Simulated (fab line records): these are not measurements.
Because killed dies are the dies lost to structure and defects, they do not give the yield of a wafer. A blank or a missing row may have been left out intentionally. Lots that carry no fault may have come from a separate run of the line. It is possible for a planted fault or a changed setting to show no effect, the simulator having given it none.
fab line records	flow n5-finfet
record: lots: 5	wafers: 15	last-day: 17
route steps=1938 shown BEOL_M4@1099 BEOL_M5@1112 BEOL_M11@1577 PASSIVATION@1936
lots that met no fault: taken from a fault-free run of the same line
start-h: hours from the record's opening day to when the first of the lot's shown wafers began	wait-h: hours from the lot's prior step to this one	" unchanged from the row above	L1.1+2: one row covering several wafers at once	- no value, or no start given	* or withheld: withheld	< > ~ a bound
route shown NAME@n: a module of which the file shows steps, and the number in the route of the first	usual: the fault-free wafers' mean and standard deviation	same: alike in all rows	chamber/n: place in a boat	sites: the reading at each site	_std_site: how widely they spread, as a standard deviation	_edge_site: outer sites' mean less inner sites'	radius-mm: how far each site lies from the wafer's centre	mask NAME#n: copy n	behind: the tool/chamber that last shaped the wafer	hold: cause of the lot's hold/its duration in hours/its outcome	device: transistor that didn't switch, given as n, p or np	end of line: tests of these same wafers at the route's end	where a step has no rows: the recipe by itself	killed: the dies lost at the first sort to structure and to defects; this is not the yield of the wafer	map: a wafer's dies, x killed, . not, _ none there
set.NAME: the run value of the setting; set.NAME@STEP: its run value at that earlier step	model.NAME: the simulator's own value behind a step, which no gauge read
lots at selected steps of the route; one table per step, one row per wafer
services: from which hour (start-h, from the record's first day; less than 0 if before it) a tool's chamber was out of use, for how many hours, and why
== steps ==
step: N5_BEOL_M4_ANNEAL_95
recipe: temp-c: 400	time-s: 240	ambient: vacuum
step: N5_BEOL_M4_SPUTTER_96
recipe: material: Cu	target-thk-a: 45	temp-c: -20	chamber-pressure-pa: 0.07	power-w: withheld	time-s: 8.29
step: N5_BEOL_M4_ECD_50
recipe: material: Cu	target-thk-a: 3000
step: N5_BEOL_M4_ANNEAL_51
recipe: temp-c: 225	time-s: 90	ambient: N2
step: N5_BEOL_M4_CMP_52
recipe: stop-on: SiOC	t-overpolish-s: 6.8	down-force-psi: 1	platen-rpm: 50	clearing-platen-down-force-psi: 1.5	clearing-platen-rpm: 50	post-cmp-clean: cu-alkaline	target-thk-nm: 40	clearing-platen-pad-velocity-m-s: 0.99484	pad-velocity-m-s: 0.99484
step: N5_BEOL_M4_PRE_CLEAN_60
recipe: gas: NH3/H2	time-s: 15	temp-c: *	rf-power-w: 300
step: N5_BEOL_M4_CO_CAP_55
recipe: material: Co	target-thk-a: 20	temp-c: 200	precursor: CCTBA/H2	pressure-torr: 30	time-s: 102.1
step: N5_BEOL_M4_PRE_CLEAN_56
recipe: gas: NH3	time-s: 15	temp-c: withheld	rf-power-w: 300
step: N5_BEOL_M4_DEP_57
recipe: material: SiCN	target-thk-a: 80	temp-c: withheld	precursor: 3MS/NH3	pressure-torr: 3	rf-w: 202	time-s: 14
step: N5_BEOL_M4_RC_MEAS_101
usual: DIBL_N: 36.4/1.4	DIBL_P: 36.3/1.5	IOFF_N: 0.162/0.023	IOFF_P: 0.211/0.027	ION_N: 676/9.7	ION_P: 463/6.4	SS_N: 71.5/0.5	SS_P: 73.3/0.6	VT_N: 249.3/2.5	VT_P: -249.9/2.8
lot.wafer	tool	chamber	start-h	wait-h	DIBL_N[mV/V]	DIBL_P[mV/V]	IOFF_N[nA/um]	IOFF_P[nA/um]	ION_N[uA/um]	ION_P[uA/um]	SS_N[mV/dec]	SS_P[mV/dec]	VT_N[mV]	VT_P[mV]
L330.4	prober-02	0	233.98	0.5	34.1	34.7	0.121	0.158	662	456	70.8	72.7	254.8	-255.1
L330.5	"	0	"	"	35.9	37.0	0.144	0.186	664	454	70.7	73.1	253.9	-253.4
L330.6	"	0	"	"	34.7	35.9	0.136	0.174	655	450	71.1	73.4	251.2	-251.5
L331.1	prober-01	0	236.34	0.0	36.4	35.6	0.152	0.209	680	476	71.3	72.6	248.2	-250.5
L331.5	"	0	"	"	36.5	35.8	0.151	0.207	670	465	71.3	73.3	252.1	-249.0
L331.6	"	0	"	"	36.3	35.5	0.145	0.208	672	473	71.1	73.1	250.7	-249.6
L332.1	prober-02	0	236.92	0.0	35.9	35.1	0.149	0.162	666	451	71.5	73.8	253.3	-255.3
L332.4	"	0	"	"	36.2	36.9	0.171	0.183	673	454	72.1	72.7	249.2	-251.9
L332.6	"	0	"	"	36.4	37.2	0.178	0.192	678	458	71.7	73.3	250.8	-252.9
L337.1	prober-02	0	262.61	0.0	35.9	36.8	0.143	0.198	666	455	71.4	73.4	252.8	-253.1
L337.3	"	0	"	"	35.8	35.1	0.135	0.181	669	455	70.7	73.1	252.3	-253.9
L337.4	"	0	"	"	33.5	33.3	0.108	0.151	669	456	70.8	72.1	255.3	-254.6
L340.3	prober-02	0	295.86	0.3	36.4	35.1	0.167	0.234	686	470	71.7	73.7	247.2	-246.1
L340.4	"	0	"	"	36.5	34.9	0.159	0.224	673	466	72.4	73.1	246.6	-248.5
L340.5	"	0	"	"	35.8	33.6	0.150	0.206	670	465	71.5	72.1	249.7	-247.5
step: N5_BEOL_M5_ILD_DEP_00
recipe: material: SiCOH_lowk	target-thk-a: 1406.4	temp-c: 300	precursor: DEMS/porogen	pressure-torr: 5	rf-w: 500	time-s: 25.9
step: N5_BEOL_M5_CURE_79
recipe: temp-c: 385	time-s: 240	ambient: He/Ar	material: SiCOH_lowk
step: N5_BEOL_M5_PECVD_70
recipe: material: SiO2	target-thk-a: 160	temp-c: 400	precursor: TEOS/O2	pressure-torr: 5.5	rf-w: 450	teos-flow-sccm: 53.8	gas: O2	flow-sccm: 3000	time-s: 18
step: N5_BEOL_M5_HM_DEP_02
recipe: material: TiN	target-thk-a: 200	temp-c: 25	chamber-pressure-pa: 0.49996
step: N5_BEOL_M5_COAT_59
recipe: resist: SOC	temp-c: 250	time-s: 60	spin-rpm: 1500	resist-thk-nm: 60
step: N5_BEOL_M5_COAT_60
recipe: resist: SiARC	temp-c: 220	time-s: 60	spin-rpm: 1500	resist-thk-nm: 12
step: N5_BEOL_M5_COAT_71
recipe: resist: underlayer	temp-c: 205	time-s: 60	spin-rpm: 1500	resist-thk-nm: 5
step: N5_BEOL_M5_COAT_05
recipe: resist: CAR-EUV	spin-rpm: 1500	resist-thk-nm: 30
step: N5_BEOL_M5_EBR_07
recipe: solvent: PGMEA	ebr-width-mm: 1.5
step: N5_BEOL_M5_SOFTBAKE_06
recipe: temp-c: 110	time-s: 60	resist: CAR-EUV
step: N5_BEOL_M5_EXPOSE_08
recipe: mask-id: M5	na: 0.33	source-shape: annular	sigma-inner: 0.4	sigma-outer: 0.8	polarization: unpolarized	target-cd-nm: 28	dose-mj: 35.75
step: N5_BEOL_M5_PEB_09
recipe: peb-temp-c: 100	peb-time-s: 60	resist: CAR-EUV
step: N5_BEOL_M5_DEVELOP_10
recipe: develop-time-s: 30	developer: TMAH	resist: CAR-EUV	rinse-liquid: surfactant-rinse	dry: air-spin	dev-temp-c: 23
step: N5_BEOL_M5_DESCUM_16
recipe: chemistry: O2	time-s: 7	source-power-w: 50	bias-power-w: 20	pressure-mtorr: 20	rf-frequency-hz: 2.712e+07	temp-c: 40	resist: CAR-EUV	o2-flow-sccm: 225
step: N5_BEOL_M5_ETCH_72
recipe: chemistry: N2/H2	target: underlayer	target-depth-a: 65	mask-material: CAR-EUV	time-s: 5.2	ion-energy-ev: 200	pressure-mtorr: 30	source-w: 840	bias-w: 150	n2-flow-sccm: 200	h2-flow-sccm: 200	ends: cleared
step: N5_BEOL_M5_ETCH_61
recipe: chemistry: CF4	target: SiARC	target-depth-a: 156	mask-material: CAR-EUV	time-s: 26	ion-energy-ev: 80	pressure-mtorr: 40	source-w: 545	bias-w: 36	Ar_flow_sccm: 100	cf4-flow-sccm: 100	ends: cleared
step: N5_BEOL_M5_ETCH_62
recipe: chemistry: N2/H2	target: SOC	target-depth-a: 750	overetch-a: 150	mask-material: SiARC	temp-c: 40	time-s: 112.5	ion-energy-ev: 200	pressure-mtorr: 30	source-w: 840	bias-w: 150	n2-flow-sccm: 200	h2-flow-sccm: 200
step: N5_BEOL_M5_STRIP_63
recipe: chemistry: N2/H2	temp-c: 40	n2-flow-sccm: 200	h2-flow-sccm: 200	rf-frequency-hz: 6e+07
step: N5_BEOL_M5_STRIP_73
recipe: chemistry: N2/H2	temp-c: 40	n2-flow-sccm: 200	h2-flow-sccm: 200	rf-frequency-hz: 6e+07
step: N5_BEOL_M5_STRIP_64
recipe: chemistry: CF4	resist: SiARC	power-w: 300	bias-power-w: 75	pressure-mtorr: 50	cf4-flow-sccm: 150	rf-frequency-hz: 6e+07
step: N5_BEOL_M5_HM_OPEN_17
recipe: chemistry: Cl2/BCl3	target-depth-a: 200	overetch-a: 60	target: TiN	mask-material: SOC	ion-energy-ev: 150	pressure-mtorr: 10	icp-w: 1000	bias-w: 126	Cl2_flow_sccm: 53.25	bcl3-flow-sccm: 21.75	Ar_flow_sccm: 25
step: N5_BEOL_M5_STRIP_19
recipe: chemistry: O2	power-w: 400	temp-c: 40	pressure-mtorr: 30	rf-frequency-hz: 6e+07	bias-power-w: 0	overash-fraction: 0.2	o2-flow-sccm: 225
step: N5_BEOL_M5_COAT_65
recipe: resist: SOC	temp-c: 250	time-s: 60	spin-rpm: 1500	resist-thk-nm: 60
step: N5_BEOL_M5_COAT_66
recipe: resist: SiARC	temp-c: 220	time-s: 60	spin-rpm: 1500	resist-thk-nm: 12
step: N5_BEOL_M11_STRIP_36
recipe: chemistry: N2/H2	power-w: 450	temp-c: 40	pressure-mtorr: 20	rf-frequency-hz: 6e+07	overash-fraction: 0.3	bias-power-w: 7	h2-frac: 0.5	n2-flow-sccm: 200	h2-flow-sccm: 200
usual: bias-power-w: 6.997/0.021	chamber-pressure-mTorr: 20.00/0.039	drypump-motor-current-A: 5.7/0.41	oes-product-au: 0.79/0.076	rf-vpp-V: 59.3/1.9	showerhead-plenum-p-Torr: 2.54/0.057	temp-c: 40.00/0.11	throttle-valve-pct: 23.5/0.34
lot.wafer	tool	chamber	start-h	wait-h	bias-power-w	chamber-pressure-mTorr	drypump-motor-current-A	oes-product-au	rf-hours-counter-h	rf-vpp-V	showerhead-plenum-p-Torr	temp-c	throttle-valve-pct	model.SOC_of_BEOL_M11_COAT_63.thk-nm
L332.1	rie-diel-03	2	286.27	0.0	-	-	-	-	-	-	-	-	-	92.2
L332.4	"	3	"	"	-	-	-	-	-	-	-	-	-	92
L332.6	"	1	"	"	-	-	-	-	-	-	-	-	-	92
L330.4	rie-diel-01	1	293.36	0.0	-	-	-	-	-	-	-	-	-	91.8
L330.5	"	0	"	"	-	-	-	-	-	-	-	-	-	92
L330.6	"	1	"	"	-	-	-	-	-	-	-	-	-	92.2
L331.1	rie-diel-01	0	294.69	0.0	-	-	-	-	-	-	-	-	-	92.8
L331.5	"	3	"	"	-	-	-	-	-	-	-	-	-	93
L331.6	"	0	"	"	-	-	-	-	-	-	-	-	-	92.6
L337.1	rie-diel-05	1	321.47	0.0	7.004	19.99	6.2	0.78	127	61.9	2.54	40.17	24.0	0
L337.3	"	0	"	"	7.011	20.04	5.7	0.96	6	57.0	2.49	39.96	23.5	0
L337.4	"	2	"	"	6.963	20.05	5.0	0.84	55	56.7	2.57	40.12	22.9	0
L340.3	rie-diel-03	3	351.18	0.0	7.017	19.96	6.2	0.81	97	60.7	2.57	40.23	23.4	0
L340.4	"	3	"	"	7.023	20.00	6.3	0.81	-	60.7	2.57	40.05	23.4	0
L340.5	"	0	"	"	6.990	19.93	6.2	0.74	-	62.6	2.42	39.98	23.3	0
step: N5_BEOL_M11_ETCH_41
recipe: chemistry: CH3F/O2	target: SiCN	target-depth-a: 426	taper-deg: 2	time-s: 86	ion-energy-ev: 120	mask-material: TiN	pressure-mtorr: 30	source-w: 395	bias-w: 75	Ar_flow_sccm: 150	CH3F_flow_sccm: 30	O2_flow_sccm: 20
usual: bias-w: 75.00/0.23	drypump-motor-current-A: 5.7/0.41	oes-product-au: 0.79/0.077	rf-vpp-V: 297.3/1.2	showerhead-plenum-p-Torr: 2.00/0.044	throttle-valve-pct: 16.28/0.27
lot.wafer	tool	chamber	start-h	wait-h	bias-w	drypump-motor-current-A	oes-product-au	rf-hours-counter-h	rf-vpp-V	showerhead-plenum-p-Torr	throttle-valve-pct	model.SOC_of_BEOL_M11_COAT_63.thk-nm
L332.1	rie-diel-03	2	286.36	0.0	75.55	5.5	0.71	168	296.1	2.00	16.31	65.8
L332.4	"	3	"	"	74.85	6.3	0.83	73	297.5	2.02	16.16	65.4
L332.6	"	1	"	"	75.04	6.1	0.71	-	298.4	2.07	16.36	66
L330.4	rie-diel-01	1	293.44	0.0	74.75	5.7	0.79	113	297.2	2.02	16.30	65.2
L330.5	"	0	"	"	75.03	5.6	0.73	-	295.0	2.00	16.39	65
L330.6	"	1	"	"	74.56	5.8	0.80	-	297.0	2.02	16.29	65
L331.1	rie-diel-01	0	294.78	0.0	75.46	5.6	0.73	176	296.8	2.00	16.40	65.4
L331.5	"	3	"	"	75.15	5.1	0.92	-	297.3	2.04	16.04	65.2
L331.6	"	0	"	"	75.23	5.6	0.74	-	296.2	2.00	16.37	65.4
L337.1	rie-diel-05	1	-	-	74.94	6.2	0.77	127	296.4	2.01	16.63	0
L337.3	"	0	"	"	75.44	5.7	0.96	6	295.7	1.97	16.26	0
L337.4	"	2	"	"	75.00	5.0	0.84	55	298.4	2.04	15.81	0
L340.3	rie-diel-03	3	-	-	74.87	6.2	0.81	97	296.6	2.01	16.21	0
L340.4	"	3	"	"	74.91	6.3	0.81	-	297.8	2.02	16.23	0
L340.5	"	0	"	"	74.91	6.2	0.73	-	294.6	1.91	16.17	0
step: N5_PASSIVATION_PROBE_49
usual: defect-limited-yield: 91.3/1.3	killed_at_M0_to_M3: 33/8.9	killed_at_M4_up: 15/5.4	killed-at-contacts: 13/5.8	killed-at-front-end: 39/9.9	killed-at-other: 3.2/2.9	killed-dies: 102/15	killed-on-rim: 13/3.7	killed-open: 68/12	killed-short: 34/7.6	sort_bin_5_function: 5.1/0.89	sort_bin_6_memory: 3.2/0.63	sort-n-pass: 1078/15	sort-yield-pct: 91.3/1.3
same: gross-dies: 1180	killed-at-back-side: 0	sort_bin_4_leakage[%]: 0	sort_bin_8_speed[%]: 0
lot.wafer	tool	chamber	start-h	wait-h	defect-limited-yield[%]	killed_at_M0_to_M3	killed_at_M4_up	killed-at-contacts	killed-at-front-end	killed-at-other	killed-dies	killed-on-rim	killed-open	killed-short	sort_bin_5_function[%]	sort_bin_6_memory[%]	sort-n-pass	sort-yield-pct[%]
L332.1	prober-01	-	332.55	0.0	0	50	1080	13	36	1	1180	152	76	34	96.3	3.6	0	0
L332.4	prober-01	-	332.70	0.2	0	37	1105	5	33	0	1180	152	59	25	96.8	2.9	0	0
L332.6	prober-01	-	332.80	0.3	0	42	1076	12	45	5	1180	152	83	31	95.7	3.9	0	0
L330.4	prober-01	-	335.24	0.2	0	27	1094	9	45	5	1180	152	58	44	96.6	3.1	0	0
L330.5	prober-01	-	335.29	0.2	0	28	1098	8	43	3	1180	152	59	32	96.7	3.0	0	0
L330.6	prober-01	-	335.34	0.3	0	26	1089	8	44	13	1180	152	73	34	96.0	3.6	0	0
L331.1	prober-01	-	336.65	0.0	0	24	1110	10	34	2	1180	152	53	38	97.0	2.8	0	0
L331.5	prober-01	-	336.85	0.2	0	25	1112	6	28	9	1180	152	51	34	97.1	2.6	0	0
L331.6	prober-01	-	336.90	0.3	0	31	1095	8	44	2	1180	152	70	35	96.8	3.2	0	0
killed by level:class
L332.1 BEOL_M11:area-ald=1069 BEOL_M3:geometric-particle:open=14 BEOL_M2:geometric-particle:open=10 FIN_SAQP:geometric-particle:short=8 MOL_CONTACT_COAG:geometric-particle:open=8 FIN_SAQP:geometric-particle:open=7 BEOL_M0_SAQP:geometric-particle:open=6 BEOL_M1:geometric-particle:open=6
L332.4 BEOL_M11:area-ald=1095 BEOL_M1:geometric-particle:open=10 BEOL_M3:geometric-particle:open=9 FIN_SAQP:geometric-particle:open=7 STI_FIN_REVEAL:geometric-particle:open=6 FIN_SAQP:geometric-particle:short=5 GATE_CUT:geometric-particle:short=5 BEOL_M0_SAQP:geometric-particle:short=5
L332.6 BEOL_M11:area-ald=1065 STI_FIN_REVEAL:geometric-particle:open=22 BEOL_M2:geometric-particle:open=13 FIN_SAQP:geometric-particle:open=10 MOL_CONTACT_COAG:geometric-particle:open=9 BEOL_M3:geometric-particle:open=9 BEOL_M0_SAQP:geometric-particle:open=8 BEOL_M0_SAQP:geometric-particle:short=6
L330.4 BEOL_M11:area-ald=1078 FIN_SAQP:geometric-particle:open=10 STI_FIN_REVEAL:geometric-particle:open=9 FIN_SAQP:geometric-particle:short=8 MOL_CONTACT_COAG:geometric-particle:open=8 BEOL_M4:geometric-particle:open=8 BEOL_M0_SAQP:geometric-particle:short=7 BEOL_M0_SAQP:geometric-particle:open=5
L330.5 BEOL_M11:area-ald=1089 FIN_SAQP:geometric-particle:open=11 STI_FIN_REVEAL:geometric-particle:open=11 MOL_CONTACT_COAG:geometric-particle:open=7 BEOL_M0_SAQP:geometric-particle:open=7 BEOL_M0_SAQP:geometric-particle:short=6 STI_FIN_REVEAL:geometric-particle:short=5 BEOL_M2:geometric-particle:open=4
L330.6 BEOL_M11:area-ald=1072 STI_FIN_REVEAL:geometric-particle:open=17 BEOL_M4:geometric-particle:open=11 MOL_CONTACT_COAG:geometric-particle:open=7 FIN_SAQP:geometric-particle:open=6 BEOL_M1:geometric-particle:open=6 FIN_SAQP:geometric-particle:short=4 STI_FIN_REVEAL:geometric-particle:short=4
L331.1 BEOL_M11:area-ald=1087 FIN_SAQP:geometric-particle:short=12 BEOL_M4:geometric-particle:open=12 MOL_CONTACT_COAG:geometric-particle:open=8 BEOL_M3:geometric-particle:open=8 STARTING-WAFER:geometric-particle:short=5 BEOL_M0_SAQP:geometric-particle:open=4 BEOL_M4:geometric-particle:short=4
L331.5 BEOL_M11:area-ald=1094 FIN_SAQP:geometric-particle:short=8 MOL_CONTACT_COAG:geometric-particle:open=6 BEOL_M4:geometric-particle:open=6 FIN_SAQP:geometric-particle:open=5 BEOL_M1:geometric-particle:open=5 BEOL_M5:geometric-particle:open=5 BEOL_M2:geometric-particle:open=4
L331.6 BEOL_M11:area-ald=1075 BEOL_M4:geometric-particle:open=12 DUMMY_GATE:geometric-particle:open=10 BEOL_M3:geometric-particle:open=9 FIN_SAQP:geometric-particle:short=7 GATE_CUT:geometric-particle:open=6 MOL_CONTACT_COAG:geometric-particle:open=6 BEOL_M2:geometric-particle:open=6
map L330.4 (x killed, . not)
_________________xxxxxxxxxxxx________________
______________xxxxxxxxxxxxxxxxxx_____________
___________xxxxxxxxxxxxxxxxxxxxxxxx__________
__________xxxxxxxxxxxxxxxxxxxxxxxxxx_________
________xxxxxxxxxxxxxxxxxxxxxxxxxxxxxx_______
_______xxxxxxxxxxxxxxxxxxxxxxxxxxxxxxxx______
______xxxxxxxxxxxxxxxxxxxxxxxxxxxxxxxxxx_____
_____xxxxxxxxxxxxxxxxxxxxxxxxxxxxxxxxxxxx____
____xxxxxxxxxxxxxxxxxxxxxxxxxxxxxxxxxxxxxx___
___xxxxxxxxxxxxxxxxxxxxxxxxxxxxxxxxxxxxxxxx__
___xxxxxxxxxxxxxxxxxxxxxxxxxxxxxxxxxxxxxxxx__
__xxxxxxxxxxxxxxxxxxxxxxxxxxxxxxxxxxxxxxxxxx_
__xxxxxxxxxxxxxxxxxxxxxxxxxxxxxxxxxxxxxxxxxx_
_xxxxxxxxxxxxxxxxxxxxxxxxxxxxxxxxxxxxxxxxxxxx
_xxxxxxxxxxxxxxxxxxxxxxxxxxxxxxxxxxxxxxxxxxxx
_xxxxxxxxxxxxxxxxxxxxxxxxxxxxxxxxxxxxxxxxxxxx
_xxxxxxxxxxxxxxxxxxxxxxxxxxxxxxxxxxxxxxxxxxxx
_xxxxxxxxxxxxxxxxxxxxxxxxxxxxxxxxxxxxxxxxxxxx
_xxxxxxxxxxxxxxxxxxxxxxxxxxxxxxxxxxxxxxxxxxxx
_xxxxxxxxxxxxxxxxxxxxxxxxxxxxxxxxxxxxxxxxxxxx
_xxxxxxxxxxxxxxxxxxxxxxxxxxxxxxxxxxxxxxxxxxxx
__xxxxxxxxxxxxxxxxxxxxxxxxxxxxxxxxxxxxxxxxxx_
__xxxxxxxxxxxxxxxxxxxxxxxxxxxxxxxxxxxxxxxxxx_
___xxxxxxxxxxxxxxxxxxxxxxxxxxxxxxxxxxxxxxxx__
___xxxxxxxxxxxxxxxxxxxxxxxxxxxxxxxxxxxxxxxx__
____xxxxxxxxxxxxxxxxxxxxxxxxxxxxxxxxxxxxxx___
_____xxxxxxxxxxxxxxxxxxxxxxxxxxxxxxxxxxxx____
______xxxxxxxxxxxxxxxxxxxxxxxxxxxxxxxxxx_____
_______xxxxxxxxxxxxxxxxxxxxxxxxxxxxxxxx______
________xxxxxxxxxxxxxxxxxxxxxxxxxxxxxx_______
__________xxxxxxxxxxxxxxxxxxxxxxxxxx_________
___________xxxxxxxxxxxxxxxxxxxxxxxx__________
______________xxxxxxxxxxxxxxxxxx_____________
_________________xxxxxxxxxxxx________________
map L331.1 (x killed, . not)
_________________xxxxxxxxxxxx________________
______________xxxxxxxxxxxxxxxxxx_____________
___________xxxxxxxxxxxxxxxxxxxxxxxx__________
__________xxxxxxxxxxxxxxxxxxxxxxxxxx_________
________xxxxxxxxxxxxxxxxxxxxxxxxxxxxxx_______
_______xxxxxxxxxxxxxxxxxxxxxxxxxxxxxxxx______
______xxxxxxxxxxxxxxxxxxxxxxxxxxxxxxxxxx_____
_____xxxxxxxxxxxxxxxxxxxxxxxxxxxxxxxxxxxx____
____xxxxxxxxxxxxxxxxxxxxxxxxxxxxxxxxxxxxxx___
___xxxxxxxxxxxxxxxxxxxxxxxxxxxxxxxxxxxxxxxx__
___xxxxxxxxxxxxxxxxxxxxxxxxxxxxxxxxxxxxxxxx__
__xxxxxxxxxxxxxxxxxxxxxxxxxxxxxxxxxxxxxxxxxx_
__xxxxxxxxxxxxxxxxxxxxxxxxxxxxxxxxxxxxxxxxxx_
_xxxxxxxxxxxxxxxxxxxxxxxxxxxxxxxxxxxxxxxxxxxx
_xxxxxxxxxxxxxxxxxxxxxxxxxxxxxxxxxxxxxxxxxxxx
_xxxxxxxxxxxxxxxxxxxxxxxxxxxxxxxxxxxxxxxxxxxx
_xxxxxxxxxxxxxxxxxxxxxxxxxxxxxxxxxxxxxxxxxxxx
_xxxxxxxxxxxxxxxxxxxxxxxxxxxxxxxxxxxxxxxxxxxx
_xxxxxxxxxxxxxxxxxxxxxxxxxxxxxxxxxxxxxxxxxxxx
_xxxxxxxxxxxxxxxxxxxxxxxxxxxxxxxxxxxxxxxxxxxx
_xxxxxxxxxxxxxxxxxxxxxxxxxxxxxxxxxxxxxxxxxxxx
__xxxxxxxxxxxxxxxxxxxxxxxxxxxxxxxxxxxxxxxxxx_
__xxxxxxxxxxxxxxxxxxxxxxxxxxxxxxxxxxxxxxxxxx_
___xxxxxxxxxxxxxxxxxxxxxxxxxxxxxxxxxxxxxxxx__
___xxxxxxxxxxxxxxxxxxxxxxxxxxxxxxxxxxxxxxxx__
____xxxxxxxxxxxxxxxxxxxxxxxxxxxxxxxxxxxxxx___
_____xxxxxxxxxxxxxxxxxxxxxxxxxxxxxxxxxxxx____
______xxxxxxxxxxxxxxxxxxxxxxxxxxxxxxxxxx_____
_______xxxxxxxxxxxxxxxxxxxxxxxxxxxxxxxx______
________xxxxxxxxxxxxxxxxxxxxxxxxxxxxxx_______
__________xxxxxxxxxxxxxxxxxxxxxxxxxx_________
___________xxxxxxxxxxxxxxxxxxxxxxxx__________
______________xxxxxxxxxxxxxxxxxx_____________
_________________xxxxxxxxxxxx________________
== services ==
tool	chamber	start-h	hours	kind
rie-diel-05	-	265.35	34.4	repair
rie-diel-03	1	349.49	7.0	repair
== key ==
first-sign: step: N5_BEOL_M11_STRIP_36	reading: tool-record	direction: missing
effect: step: N5_PASSIVATION_PROBE_49	reading: killed_at_M4_up	direction: up	sigmas: 99+	usual: 15	struck: 1095
model-effect: step: N5_BEOL_M11_STRIP_36	value: SOC_of_BEOL_M11_COAT_63.thk-nm	without: 0	struck: 92.29
model-effect: step: N5_BEOL_M11_ETCH_41	value: SOC_of_BEOL_M11_COAT_63.thk-nm	without: 0	struck: 65.38
more-kills-born-at: N5_BEOL_M11_ALD_74@ald-metal-03: 6485	N5_BEOL_M11_ALD_74@ald-metal-04: 3239
met-at N5_BEOL_M11_STRIP_36
struck-wafers L330.4,L330.5,L330.6,L331.1,L331.5,L331.6,L332.1,L332.4,L332.6
later-rows-left-out L330.4,L330.5,L330.6,L331.1,L331.5,L331.6,L332.1,L332.4,L332.6
fault: kind: skipped-step-whole	tool: rie-diel-01,rie-diel-03	chamber: -	onset-h: 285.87	steps: N5_BEOL_M11_STRIP_36	scope: struck-lots-only
later-rows-left-out: the simulator's readings of these wafers behind a module that went badly wrong aren't trusted and aren't shown, but for the sort
